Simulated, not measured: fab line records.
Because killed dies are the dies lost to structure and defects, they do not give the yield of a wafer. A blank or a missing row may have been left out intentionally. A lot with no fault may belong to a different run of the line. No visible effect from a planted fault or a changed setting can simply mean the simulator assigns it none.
The tool behind it: which one?    flow n5 finfet    10 lots with 28 wafers sampled at 6 steps, on a route of 1938 steps

## WHAT THE GAUGES SHOWED, per wafer
N5_BEOL_M3_THK_MEAS_01. Usual: M3_ILD_THK typically reads 79.4 nm, with standard deviation 1.2.
lot   measured      on             M3_ILD_THK (nm)  flag
L446  day 7 22:04   film metro-02  80.7 78.8 77.0   
L447  day 8 22:52   film metro-01  78.3 80.1 80.9   
L452  day 9 22:13   film metro-02  77.7 78.3 79.8   
L455  day 10 19:17  film metro-02  76.7 81.3 79.6   
L458  day 11 04:36  film metro-01  78.0 79.3 79.7   
L460  day 11 12:25  film metro-02  79.4 79.8 79.7   
L461  day 12 02:02  film metro-01  91.5 94.1        OFF
L462  day 12 14:43  film metro-01  90.9 92.1        OFF
L463  day 12 22:55  film metro-02  79.7 80.9 81.2   
L465  day 13 04:28  film metro-02  79.5 80.2 80.9   

N5_BEOL_M4_RC_MEAS_101. Usual: DIBL_N 36.4 mV/V, standard deviation 2.7; DIBL_P 36 mV/V, standard deviation 3.2; IOFF_N 0.16 nA/um, standard deviation 0.046; IOFF_P 0.21 nA/um, standard deviation 0.055; ION_N 677 uA/um, standard deviation 15; ION_P 464 uA/um, standard deviation 11; SS_N 71.5 mV/dec, standard deviation 0.79; SS_P 73.3 mV/dec, standard deviation 0.93; VT_N 250 mV, standard deviation 4.1; VT_P -251 mV, standard deviation 4.4.
lot   measured      on         DIBL_N (mV/V)   DIBL_P (mV/V)  IOFF_N (nA/um)  IOFF_P (nA/um)  ION_N (uA/um)  ION_P (uA/um)  SS_N (mV/dec)   SS_P (mV/dec)   VT_N (mV)    VT_P (mV)       flag
L446  day 9 14:45   prober-02  31.4 36.5 35.3  29 36 34       0.09 0.17 0.14  0.13 0.21 0.18  648 691 677    452 470 463    69.9 71.7 71.3  71.0 72.6 72.5  256 246 252  -257 -249 -253  
L447  day 10 00:55  prober-02  32.8 35.5 34.9  32 35 34       0.11 0.15 0.14  0.14 0.19 0.16  648 673 696    457 457 462    70.1 70.9 72.1  72.0 72.6 73.0  253 249 250  -255 -253 -255  
L452  day 10 22:13  prober-02  36.4 37.7 36.7  37 38 36       0.16 0.19 0.15  0.22 0.23 0.19  677 709 672    468 480 457    71.0 71.3 71.5  74.2 73.8 73.1  247 243 251  -248 -249 -252  
L455  day 11 23:30  prober-01  34.6 39.2 42.8  35 41 45       0.13 0.20 0.29  0.16 0.24 0.35  667 671 698    461 459 474    71.4 72.4 73.4  72.8 74.0 75.4  254 251 245  -254 -249 -246  
L458  day 12 02:02  prober-01  36.6 40.7 37.0  38 43 40       0.16 0.25 0.16  0.19 0.26 0.21  692 694 668    463 461 454    71.7 72.5 70.8  73.7 74.8 73.7  248 247 254  -253 -250 -254  
L460  day 12 22:44  prober-02  34.7 37.8 34.3  35 41 36       0.13 0.18 0.12  0.14 0.22 0.16  667 671 658    445 450 445    71.0 72.3 71.2  72.4 73.9 72.7  255 251 254  -255 -253 -258  
L461  day 13 05:12  prober-02  36.9 37.6       38 37          0.17 0.17       0.24 0.24       689 675        475 466        71.3 72.1       74.3 74.6       247 249      -247 -248       
L462  day 13 10:51  prober-01  36.5 35.4       35 34          0.14 0.13       0.19 0.17       663 670        462 461        70.9 71.1       72.6 72.0       250 252      -251 -255       
L463  day 14 04:37  prober-02  36.8 37.1 37.0  37 38 38       0.19 0.20 0.17  0.23 0.23 0.23  697 694 673    475 466 466    71.2 71.2 71.6  72.9 73.8 74.1  246 246 247  -248 -253 -251  
L465  day 14 07:26  prober-01  28.6 32.5 32.1  29 32 33       0.06 0.11 0.11  0.09 0.12 0.13  633 658 677    435 440 462    70.3 71.0 70.6  70.7 71.9 71.7  264 256 253  -265 -259 -259  

## WHICH TOOL RAN EACH LOT (tool, then ch and the chambers of the sampled wafers, then the start)
lot   N5_BEOL_M2_ANNEAL_89          N5_BEOL_M2_PRE_CLEAN_60           N5_BEOL_M2_CO_CAP_55              N5_BEOL_M3_ILD_DEP_00
L446  pvd sputter-03, day 7 20:05   cvd co-02 ch 0,1,2, day 7 21:43   cvd co-02 ch 0,1,2, day 7 21:45   pecvd-01 ch 0,1,2, day 7 22:00
L447  pvd sputter-01, day 8 20:53   cvd co-02 ch 0,1, day 8 22:31     cvd co-02 ch 0,1, day 8 22:33     pecvd-04 ch 0,1, day 8 22:47
L452  pvd sputter-03, day 9 20:03   cvd co-02 ch 1,2, day 9 21:52     cvd co-02 ch 1,2, day 9 21:55     pecvd-02 ch 0,1,2, day 9 22:09
L455  pvd sputter-02, day 10 17:16  cvd co-01 ch 0,1,2, day 10 18:55  cvd co-01 ch 0,1,2, day 10 18:57  pecvd-01 ch 0,1,2, day 10 19:14
L458  pvd sputter-01, day 11 02:37  cvd co-02 ch 1,2, day 11 04:14    cvd co-02 ch 1,2, day 11 04:17    pecvd-04 ch 0,1,2, day 11 04:32
L460  pvd sputter-01, day 11 10:26  cvd co-02 ch 0,2, day 11 12:03    cvd co-02 ch 0,2, day 11 12:05    pecvd-04 ch 0,2, day 11 12:21
L461  pvd sputter-01, day 11 23:47  cvd co-01 ch 1,2, day 12 01:41    cvd co-01 ch 1,2, day 12 01:43    pecvd-04 ch 1, day 12 01:58
L462  pvd sputter-01, day 12 12:42  cvd co-02 ch 1, day 12 14:19      cvd co-02 ch 1, day 12 14:22      pecvd-04 ch 1, day 12 14:38
L463  pvd sputter-01, day 12 20:49  cvd co-02 ch 0,1,2, day 12 22:32  cvd co-02 ch 0,1,2, day 12 22:35  pecvd-01 ch 0,2, day 12 22:49
L465  pvd sputter-01, day 13 02:27  cvd co-02 ch 1,2, day 13 04:05    cvd co-02 ch 1,2, day 13 04:08    pecvd-01 ch 0,2, day 13 04:23
- N5_BEOL_M2_ANNEAL_89: time 240 s.
- N5_BEOL_M2_PRE_CLEAN_60: time 15 s.
- N5_BEOL_M2_CO_CAP_55: material Co, precursor CCTBA/H2, target thk 2 nm, time 102.1 s.
- N5_BEOL_M3_ILD_DEP_00: deposits SiOC from DEMS/O2, target thk 79 nm, time 15.3 s.

## AS READ BY THE TOOLS THEMSELVES (means over the sampled wafers that have a number; for cases with no such wafer, the mark the record gives instead)
N5_BEOL_M2_ANNEAL_89. Usual: heater power w at 825 W, with a standard deviation of 64.
lot   tool            heater power w (W)  flag
L446  pvd sputter-03  839                 
L447  pvd sputter-01  807                 
L452  pvd sputter-03  844                 
L455  pvd sputter-02  801                 
L458  pvd sputter-01  884                 
L460  pvd sputter-01  828                 
L461  pvd sputter-01  886                 
L462  pvd sputter-01  866                 
L463  pvd sputter-01  796                 
L465  pvd sputter-01  788                 

N5_BEOL_M2_PRE_CLEAN_60. Usual: heater power outer w 17 W, standard deviation 14; heater power w 74 W, standard deviation 30.
lot   tool       heater power outer w (W)  heater power w (W)  flag
L446  cvd co-02  16                        71                  
L447  cvd co-02  6                         47                  
L452  cvd co-02  10                        54                  
L455  cvd co-01  18                        80                  
L458  cvd co-02  10                        54                  
L460  cvd co-02  23                        89                  
L461  cvd co-01  7                         62                  
L462  cvd co-02  0                         30                  
L463  cvd co-02  16                        72                  
L465  cvd co-02  21                        79                  

N5_BEOL_M2_CO_CAP_55. Usual: heater power outer w 117 W, standard deviation 20; heater power w 223 W, standard deviation 38.
lot   tool       heater power outer w (W)  heater power w (W)  flag
L446  cvd co-02  116                       214                 
L447  cvd co-02  98                        192                 
L452  cvd co-02  104                       200                 
L455  cvd co-01  121                       232                 
L458  cvd co-02  103                       199                 
L460  cvd co-02  125                       242                 
L461  cvd co-01  107                       206                 
L462  cvd co-02  90                        168                 
L463  cvd co-02  115                       219                 
L465  cvd co-02  122                       228                 

N5_BEOL_M3_ILD_DEP_00. Usual: heater power outer w 252 W, standard deviation 50; heater power w 486 W, standard deviation 60; showerhead plenum p Torr 5.699 Torr, standard deviation 0.012; throttle valve pct 12.0 %, standard deviation 0.64.
lot   tool      heater power outer w (W)  heater power w (W)  showerhead plenum p Torr (Torr)  throttle valve pct (%)  flag
L446  pecvd-01  273                       522                 5.699                            11.5                    
L447  pecvd-04  259                       508                 5.699                            12.0                    
L452  pecvd-02  237                       442                 5.689                            12.1                    
L455  pecvd-01  274                       517                 5.697                            11.7                    
L458  pecvd-04  219                       455                 5.694                            12.2                    
L460  pecvd-04  205                       452                 5.706                            11.8                    
L461  pecvd-04  293                       500                 5.700                            12.9                    
L462  pecvd-04  289                       510                 5.691                            12.9                    
L463  pecvd-01  273                       494                 5.687                            11.5                    
L465  pecvd-01  290                       518                 5.697                            11.5                    

## THE ANSWER, worked out from the rows above alone
Rule: take the mean of a lot's wafers that have a number; if it is more than 3 standard deviations from the usual mean, the lot is off. A lot without any number at a reading at which 4 lots or more have one is off too. Any other lot the step has rows for is counted as sound. The gauges are gone through in route order, then the tools' own readings, and for those a lot's mean is taken as printed above. At the first step where some lot is off, the reading lying furthest off is the one used; lots without a number count as furthest.
Off: L461, L462, at N5_BEOL_M3_THK_MEAS_01 (M3_ILD_THK).
A tool fits if, at a process step before that reading, it ran every lot that is off, and no sound lot after the first of them. The gauges at N5_BEOL_M3_THK_MEAS_01 are tried like those tools. Can't be told from this: 2 tools fit, pecvd-04 at N5_BEOL_M3_ILD_DEP_00, film metro-01 at N5_BEOL_M3_THK_MEAS_01.

## WHAT WAS PUT IN BY THE SIMULATOR
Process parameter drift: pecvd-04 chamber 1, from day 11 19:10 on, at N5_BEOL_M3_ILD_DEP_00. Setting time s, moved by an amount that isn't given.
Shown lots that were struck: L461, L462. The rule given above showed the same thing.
